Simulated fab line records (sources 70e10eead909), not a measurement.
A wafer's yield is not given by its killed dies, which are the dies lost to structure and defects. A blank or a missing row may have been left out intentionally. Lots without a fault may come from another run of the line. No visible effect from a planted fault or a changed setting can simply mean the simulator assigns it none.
2 desks, one fault :: flow nandHarc :: what lay behind the numbers comes last; until then each desk has only its own

== THE TOOL OWNER'S DESK: rieMetal-02 ==
The tool's own readings at NHARC_THIN_TSV_ETCH_59 (etches the open film in Cl2/BCl3, target depth 880 nm, time 138.1 s): means of the sampled wafers that have a number, for each lot that ran on this tool. Marked OUT: a lot whose mean sits more than 4 standard deviations from the usual mean, which makes it out of limits; the brackets give that distance.
Columns: A = drypumpMotorCurrentA at NHARC_THIN_TSV_ETCH_59, usual 5.8 A; B = heBacksideLeakSccm at NHARC_THIN_TSV_ETCH_59, usual 3.4 sccm; C = mfcCl2Sccm at NHARC_THIN_TSV_ETCH_59, usual 60.01 sccm; D = oesProductAu at NHARC_THIN_TSV_ETCH_59, usual 1.000 a.u.; E = runLengthS at NHARC_THIN_TSV_ETCH_59, usual 159.52 s; F = throttleValvePct at NHARC_THIN_TSV_ETCH_59, usual 22.263 %
lot: L981
first seen here: day 19 13:52
A: 5.6
B: 3.4
C: 60.05
D: 0.996
E: 159.55
F: 22.265

lot: L982
first seen here: day 19 22:43
A: 5.6
B: 3.5
C: 59.80
D: 0.997
E: 159.48
F: 22.265

lot: L983
first seen here: day 20 11:14
A: 5.4
B: 3.2
C: 60.16
D: 0.995
E: 154.90 (-16) OUT
F: 22.260

lot: L987
first seen here: day 20 18:33
A: 5.8
B: 3.5
C: 60.23
D: 0.999
E: 152.93 (-23) OUT
F: 22.260

lot: L999
first seen here: day 23 09:58
A: 5.9
B: 3.4
C: 59.98
D: 0.991
E: 159.63
F: 22.263
This desk's verdict: out of limits on L983, L987, starting with L983 at day 20 11:14 (runLengthS at NHARC_THIN_TSV_ETCH_59). L981, L982, L999 stayed within limits.

== FROM THE METROLOGY DESK ==
Means of the sampled wafers that have a number, per lot and without regard to the tool the lot ran on: this is what the gauges read. Marked OUT: a lot whose mean sits more than 4 standard deviations from the usual mean, which makes it out of limits; the brackets give that distance.
Columns: A = cdNm at NHARC_THIN_TSV_CD_MEAS_37, usual 5000 nm
lot: L979
first seen here: day 19 12:52
A: 4998

lot: L980
first seen here: day 19 13:46
A: 5002

lot: L981
first seen here: day 19 15:01
A: 5001

lot: L982
first seen here: day 20 00:23
A: 4995

lot: L983
first seen here: day 20 12:21
A: 5002

lot: L987
first seen here: day 20 19:43
A: 5003

lot: L992
first seen here: day 21 18:01
A: 5004

lot: L993
first seen here: day 21 19:46
A: 4999

lot: L995
first seen here: day 22 23:16
A: 5001

lot: L994
first seen here: day 23 00:41
A: 4998

lot: L996
first seen here: day 23 01:40
A: 4998

lot: L999
first seen here: day 23 11:08
A: 5000

lot: L100
first seen here: day 23 21:08
A: 5001

lot: L102
first seen here: day 25 08:44
A: 4999
This desk's finding: nothing out of limits on any of the 14 lots.

== PUT TOGETHER ==
An alarm could have come from the tool owner's desk at day 20 11:14, on L983, L987.
The metrology desk saw nothing out of limits.
The metrology desk has L983, L987 on record, within its limits.
All the named lots went through NHARC_THIN_TSV_ETCH_59 on rieMetal-02.

== WHAT THE SIMULATOR HAD PUT IN ==
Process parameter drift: rieMetal-02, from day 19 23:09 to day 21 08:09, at NHARC_THIN_TSV_ETCH_59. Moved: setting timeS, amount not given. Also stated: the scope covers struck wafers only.
Lots struck among those shown: L983, L987.
Delay in hours, fault start to first out-of-limits reading, by desk: the tool owner's desk at 12.
